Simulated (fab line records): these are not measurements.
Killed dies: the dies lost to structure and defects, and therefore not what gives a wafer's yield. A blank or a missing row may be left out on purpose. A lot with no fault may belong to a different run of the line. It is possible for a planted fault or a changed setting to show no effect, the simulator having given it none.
Which tool did it? -- flow n5Finfet -- 24 lots, 72 wafers sampled, at 6 steps of a route of 1938

WHAT THE GAUGES SHOWED, per wafer
N5_BEOL_M7_INSPECT_30: inspects for defects (brightfield). Usual: 382 for rawDefectCount, sd 98.
lot,measured,on,rawDefectCount,flag
L074,day 9 00:31,defectInspect-01,448 409 494,
L075,day 9 17:08,defectInspect-02,434 465 405,
L077,day 9 19:26,defectInspect-01,342 405 559,
L076,day 9 23:32,defectInspect-02,370 304 372,
L078,day 9 23:26,defectInspect-01,290 374 354,
L079,day 10 13:25,defectInspect-01,309 420 405,
L080,day 10 13:35,defectInspect-02,344 329 269,
L082,day 11 01:18,defectInspect-02,336 361 343,
L081,day 11 01:08,defectInspect-02,396 410 373,
L083,day 11 17:23,defectInspect-02,385 453 387,
L084,day 11 10:13,defectInspect-01,334 329 329,
L085,day 12 08:11,defectInspect-01,325 399 493,
L087,day 12 22:40,defectInspect-01,374 441 478,
L086,day 12 22:42,defectInspect-02,495 271 357,
L088,day 12 22:37,defectInspect-02,521 318 377,
L089,day 13 03:13,defectInspect-02,305 337 343,
L092,day 13 10:19,defectInspect-02,307 287 355,
L090,day 13 10:14,defectInspect-01,427 544 363,
L091,day 13 15:54,defectInspect-01,361 428 319,
L093,day 14 03:43,defectInspect-01,545 466 431,
L094,day 14 19:56,defectInspect-02,318 359 336,
L095,day 14 19:46,defectInspect-02,245 322 314,
L096,day 14 23:48,defectInspect-02,339 370 299,
L097,day 14 23:38,defectInspect-01,533 519 538,

N5_BEOL_M7_OCD_MEAS_38. Usual: 93.6 nm for trenchDepthNm, sd 1.6.
lot,measured,on,trenchDepthNm (nm),flag
L074,day 9 00:58,ocd-01,95.8 95.0 96.1,
L075,day 9 17:37,ocd-02,92.3 89.7 90.9,
L077,day 9 19:53,ocd-02,94.2 92.4 94.4,
L076,day 10 00:14,ocd-02,92.8 92.0 94.7,
L078,day 10 00:01,ocd-01,92.4 96.3 95.8,
L079,day 10 14:25,ocd-01,94.6 92.3 94.3,
L080,day 10 14:28,ocd-01,95.2 93.3 92.8,
L082,day 11 02:04,ocd-02,94.7 92.5 93.5,
L081,day 11 01:36,ocd-02,91.9 97.3 93.2,
L083,day 11 17:55,ocd-01,92.9 94.7 93.3,
L084,day 11 10:41,ocd-01,92.9 92.5 92.6,
L085,day 12 08:53,ocd-01,91.2 92.2 94.9,
L087,day 12 23:29,ocd-02,91.4 92.6 94.1,
L086,day 12 23:42,ocd-01,96.4 94.9 94.4,
L088,day 12 23:05,ocd-02,94.0 94.1 92.4,
L089,day 13 03:41,ocd-02,92.7 91.8 93.0,
L092,day 13 10:47,ocd-01,90.8 96.9 91.7,
L090,day 13 10:42,ocd-01,95.0 92.9 93.2,
L091,day 13 16:22,ocd-02,93.1 94.6 92.6,
L093,day 14 04:10,ocd-01,92.9 92.5 92.5,
L094,day 14 20:41,ocd-02,93.5 93.1 91.8,
L095,day 14 20:14,ocd-02,93.5 95.6 93.6,
L096,day 15 00:38,ocd-02,90.7 89.5 92.0,
L097,day 15 00:06,ocd-02,94.7 93.2 94.2,

WHICH TOOL RAN EACH LOT (tool, then ch and the chambers of the sampled wafers, then the start)
lot,N5_BEOL_M5_PRE_CLEAN_45,N5_BEOL_M6_ETCH_61,N5_BEOL_M6_SURFACE_TREAT_79,N5_BEOL_M7_ETCH_66
L074,"pvdSputter-03, day 8 07:03","rieDiel-02 ch 1,2, day 8 14:46","pvdSputter-01, day 8 18:56","rieDiel-05 ch 1,3, day 9 00:37"
L075,"pvdSputter-01, day 8 21:58","rieDiel-01 ch 0,2,3, day 9 07:32","pvdSputter-02, day 9 12:09","rieDiel-03 ch 0,2, day 9 17:16"
L077,"pvdSputter-03, day 9 01:28","rieDiel-02 ch 1,2,3, day 9 12:05","pvdSputter-02, day 9 15:44","rieDiel-05 ch 0,2,3, day 9 19:32"
L076,"pvdSputter-01, day 9 04:02","rieDiel-02 ch 2,3, day 9 14:00","pvdSputter-03, day 9 17:11","rieDiel-05 ch 0,2,3, day 9 23:52"
L078,"pvdSputter-03, day 9 07:09","rieDiel-06 ch 0,2, day 9 15:54","pvdSputter-03, day 9 18:06","rieDiel-03 ch 1,2, day 9 23:40"
L079,"pvdSputter-03, day 9 15:56","rieDiel-06 ch 1,2, day 10 01:32","pvdSputter-01, day 10 05:28","rieDiel-05 ch 0,1,3, day 10 14:04"
L080,"pvdSputter-03, day 9 18:16","rieDiel-02 ch 0,1,2, day 10 02:09","pvdSputter-01, day 10 05:47","rieDiel-04 ch 0,2,3, day 10 14:07"
L082,"pvdSputter-01, day 10 05:52","rieDiel-06 ch 0,2,3, day 10 14:21","pvdSputter-03, day 10 18:48","rieDiel-05 ch 0,1,2, day 11 01:43"
L081,"pvdSputter-03, day 10 06:28","rieDiel-01 ch 1,2,3, day 10 14:35","pvdSputter-03, day 10 18:24","rieDiel-03 ch 0,1,2, day 11 01:15"
L083,"pvdSputter-02, day 10 16:05","rieDiel-06 ch 2,3, day 11 08:29","pvdSputter-03, day 11 11:43","rieDiel-05 ch 0,1,3, day 11 17:34"
L084,"pvdSputter-01, day 10 16:30","rieDiel-06 ch 0,2,3, day 11 02:14","pvdSputter-03, day 11 04:49","rieDiel-04 ch 2,3, day 11 10:20"
L085,"pvdSputter-03, day 11 08:10","rieDiel-06 ch 0,1,3, day 11 16:10","pvdSputter-02, day 11 20:53","rieDiel-03 ch 2,3, day 12 08:32"
L087,"pvdSputter-03, day 11 21:21","rieDiel-01 ch 0,3, day 12 08:17","pvdSputter-01, day 12 17:28","rieDiel-05 ch 0,2, day 12 23:08"
L086,"pvdSputter-03, day 11 21:37","rieDiel-02 ch 0,2, day 12 12:09","pvdSputter-01, day 12 15:30","rieDiel-04 ch 0,1,3, day 12 23:21"
L088,"pvdSputter-03, day 11 21:58","rieDiel-01 ch 1,2,3, day 12 09:54","pvdSputter-02, day 12 15:13","rieDiel-05 ch 0,1,2, day 12 22:44"
L089,"pvdSputter-02, day 12 09:40","rieDiel-06 ch 1,2,3, day 12 18:43","pvdSputter-03, day 12 23:01","rieDiel-05 ch 0,1,2, day 13 03:20"
L092,"pvdSputter-03, day 12 14:40","rieDiel-06 ch 2,3, day 12 23:32","pvdSputter-03, day 13 04:03","rieDiel-03 ch 0,1, day 13 10:26"
L090,"pvdSputter-03, day 12 14:49","rieDiel-06 ch 0,2,3, day 12 23:47","pvdSputter-01, day 13 03:37","rieDiel-04 ch 0,2, day 13 10:21"
L091,"pvdSputter-01, day 12 19:28","rieDiel-01 ch 0,2,3, day 13 04:49","pvdSputter-02, day 13 08:34","rieDiel-04 ch 0,2,3, day 13 16:01"
L093,"pvdSputter-03, day 13 07:46","rieDiel-06 ch 0,1,2, day 13 16:40","pvdSputter-02, day 13 20:17","rieDiel-05 ch 0,1, day 14 03:49"
L094,"pvdSputter-01, day 13 23:03","rieDiel-02 ch 0,1,2, day 14 08:29","pvdSputter-03, day 14 14:22","rieDiel-05 ch 0,1,2, day 14 20:20"
L095,"pvdSputter-02, day 14 02:22","rieDiel-01 ch 0,1, day 14 10:46","pvdSputter-02, day 14 14:02","rieDiel-04 ch 1,2, day 14 19:53"
L096,"pvdSputter-02, day 14 02:52","rieDiel-02 ch 1,2,3, day 14 12:50","pvdSputter-02, day 14 16:53","rieDiel-03 ch 0,2, day 15 00:17"
L097,"pvdSputter-03, day 14 05:14","rieDiel-02 ch 0,1, day 14 15:18","pvdSputter-01, day 14 17:53","rieDiel-05 ch 0,1,2, day 14 23:45"
- N5_BEOL_M5_PRE_CLEAN_45: time 30 s.
- N5_BEOL_M6_ETCH_61: etches SiARC in CF4, target depth 45.5 nm, time 75.8 s.
- N5_BEOL_M6_SURFACE_TREAT_79
- N5_BEOL_M7_ETCH_66: etches SOC in N2/H2, target depth 80 nm, overetch 16 nm, time 120 s.

AS READ BY THE TOOLS THEMSELVES (means over the sampled wafers that have a number; for cases with no such wafer, the mark the record gives instead)
N5_BEOL_M5_PRE_CLEAN_45. Usual: 311 W for heaterPowerW, sd 28.
lot,tool,heaterPowerW (W),flag
L074,pvdSputter-03,293,
L075,pvdSputter-01,351,
L077,pvdSputter-03,304,
L076,pvdSputter-01,356,
L078,pvdSputter-03,285,
L079,pvdSputter-03,291,
L080,pvdSputter-03,294,
L082,pvdSputter-01,352,
L081,pvdSputter-03,295,
L083,pvdSputter-02,306,
L084,pvdSputter-01,357,
L085,pvdSputter-03,300,
L087,pvdSputter-03,301,
L086,pvdSputter-03,290,
L088,pvdSputter-03,296,
L089,pvdSputter-02,308,
L092,pvdSputter-03,299,
L090,pvdSputter-03,299,
L091,pvdSputter-01,350,
L093,pvdSputter-03,294,
L094,pvdSputter-01,345,
L095,pvdSputter-02,296,
L096,pvdSputter-02,333,
L097,pvdSputter-03,295,

N5_BEOL_M6_ETCH_61. Usual: drypumpMotorCurrentA 5.9 A, standard deviation 0.37; etchRfOnTimeS 76.0 s, standard deviation 1.4; oesProductAu 0.71 a.u., standard deviation 0.064; rfVppV 184.3 V, standard deviation 1.1; showerheadPlenumPTorr 2.16 Torr, standard deviation 0.057; throttleValvePct 15.57 %, standard deviation 0.27.
lot,tool,drypumpMotorCurrentA (A),etchRfOnTimeS (s),oesProductAu (a.u.),rfVppV (V),showerheadPlenumPTorr (Torr),throttleValvePct (%),flag
L074,rieDiel-02,5.7,76.7,0.66,185.1,2.20,15.76,
L075,rieDiel-01,5.8,75.7,0.69,184.5,2.24,15.65,
L077,rieDiel-02,5.7,75.5,0.70,184.0,2.19,15.47,
L076,rieDiel-02,6.0,77.5,0.73,184.7,2.17,15.14,
L078,rieDiel-06,6.0,74.7,0.75,183.7,2.10,15.60,
L079,rieDiel-06,6.2,76.9,0.74,184.3,2.15,15.60,
L080,rieDiel-02,5.9,76.5,0.68,184.4,2.17,15.54,
L082,rieDiel-06,5.8,75.3,0.68,184.0,2.10,15.71,
L081,rieDiel-01,5.7,76.4,0.70,184.4,2.18,15.60,
L083,rieDiel-06,5.6,77.0,0.67,183.6,2.10,15.66,
L084,rieDiel-06,5.7,75.2,0.68,183.0,2.10,15.71,
L085,rieDiel-06,6.0,75.4,0.68,184.2,2.13,15.79,
L087,rieDiel-01,5.8,74.4,0.70,184.9,2.26,15.60,
L086,rieDiel-02,6.1,76.5,0.71,184.2,2.15,15.28,
L088,rieDiel-01,5.8,75.0,0.78,184.2,2.18,15.48,
L089,rieDiel-06,5.9,76.9,0.66,183.5,2.12,15.75,
L092,rieDiel-06,5.6,76.3,0.66,183.1,2.09,15.68,
L090,rieDiel-06,5.8,75.2,0.66,183.9,2.09,15.75,
L091,rieDiel-01,5.7,74.7,0.75,185.4,2.23,15.53,
L093,rieDiel-06,6.1,75.3,0.71,184.1,2.11,15.65,
L094,rieDiel-02,5.9,75.8,0.74,184.5,2.16,15.45,
L095,rieDiel-01,6.0,75.5,0.70,183.8,2.19,15.50,
L096,rieDiel-02,5.7,76.5,0.73,183.9,2.17,15.40,
L097,rieDiel-02,5.8,76.5,0.72,184.3,2.16,15.53,

N5_BEOL_M6_SURFACE_TREAT_79. Usual: 30.00 sccm for arFlowSccm, sd 0.085.
lot,tool,arFlowSccm (sccm),flag
L074,pvdSputter-01,30.01,
L075,pvdSputter-02,29.92,
L077,pvdSputter-02,30.04,
L076,pvdSputter-03,30.01,
L078,pvdSputter-03,29.99,
L079,pvdSputter-01,30.06,
L080,pvdSputter-01,29.91,
L082,pvdSputter-03,30.05,
L081,pvdSputter-03,29.95,
L083,pvdSputter-03,30.00,
L084,pvdSputter-03,29.96,
L085,pvdSputter-02,30.02,
L087,pvdSputter-01,29.95,
L086,pvdSputter-01,30.06,
L088,pvdSputter-02,30.04,
L089,pvdSputter-03,29.90,
L092,pvdSputter-03,29.95,
L090,pvdSputter-01,30.02,
L091,pvdSputter-02,30.10,
L093,pvdSputter-02,30.00,
L094,pvdSputter-03,30.02,
L095,pvdSputter-02,29.99,
L096,pvdSputter-02,30.08,
L097,pvdSputter-01,29.99,

N5_BEOL_M7_ETCH_66. Usual: drypumpMotorCurrentA 5.6 A, standard deviation 0.4; oesProductAu 0.61 a.u., standard deviation 0.058; rfVppV 523.3 V, standard deviation 2.5; showerheadPlenumPTorr 2.52 Torr, standard deviation 0.088; throttleValvePct 17.75 %, standard deviation 0.29.
lot,tool,drypumpMotorCurrentA (A),oesProductAu (a.u.),rfVppV (V),showerheadPlenumPTorr (Torr),throttleValvePct (%),flag
L074,rieDiel-05,5.5,0.60,523.1,2.50,17.71,
L075,rieDiel-03,5.8,0.55,524.6,2.56,18.12,
L077,rieDiel-05,5.8,0.63,522.8,2.53,17.78,
L076,rieDiel-05,5.8,0.63,523.5,2.53,17.78,
L078,rieDiel-03,5.2,0.65,523.4,2.55,17.88,
L079,rieDiel-05,5.7,0.62,522.5,2.49,17.61,
L080,rieDiel-04,5.6,0.62,523.6,2.54,17.79,
L082,rieDiel-05,5.8,0.60,520.9,2.48,17.66,
L081,rieDiel-03,5.6,0.59,523.1,2.56,18.03,
L083,rieDiel-05,5.7,0.61,522.2,2.48,17.61,
L084,rieDiel-04,5.3,0.61,525.3,2.61,17.57,
L085,rieDiel-03,6.0,0.57,522.2,2.45,17.75,
L087,rieDiel-05,6.0,0.63,522.9,2.50,17.68,
L086,rieDiel-04,5.6,0.64,524.1,2.55,17.64,
L088,rieDiel-05,5.8,0.59,521.5,2.48,17.68,
L089,rieDiel-05,5.8,0.59,521.8,2.47,17.69,
L092,rieDiel-03,5.5,0.58,524.4,2.62,18.20,
L090,rieDiel-04,5.4,0.57,520.9,2.44,18.01,
L091,rieDiel-04,5.6,0.60,522.7,2.53,17.84,
L093,rieDiel-05,5.7,0.59,521.4,2.43,17.51,
L094,rieDiel-05,5.8,0.58,522.7,2.47,17.72,
L095,rieDiel-04,5.0,0.59,520.3,2.44,17.78,
L096,rieDiel-03,5.9,0.66,528.0,2.69,17.77,
L097,rieDiel-05,5.8,0.58,521.9,2.47,17.72,

THE ANSWER, worked out from the rows above alone
Rule: a lot is off if the mean of its wafers that have a number lies more than 3 standard deviations from the usual mean. Also off: a lot with no number at a reading for which 4 or more lots have one. All remaining lots with rows at the step are treated as sound. The gauges are gone through in route order, then the tools' own readings, and for those a lot's mean is taken as printed above. At the first step where some lot is off, the reading lying furthest off is the one used; lots without a number count as furthest.
No lot is off at any reading shown: from this, nothing can be told.

WHAT THE SIMULATOR HAD PUT IN
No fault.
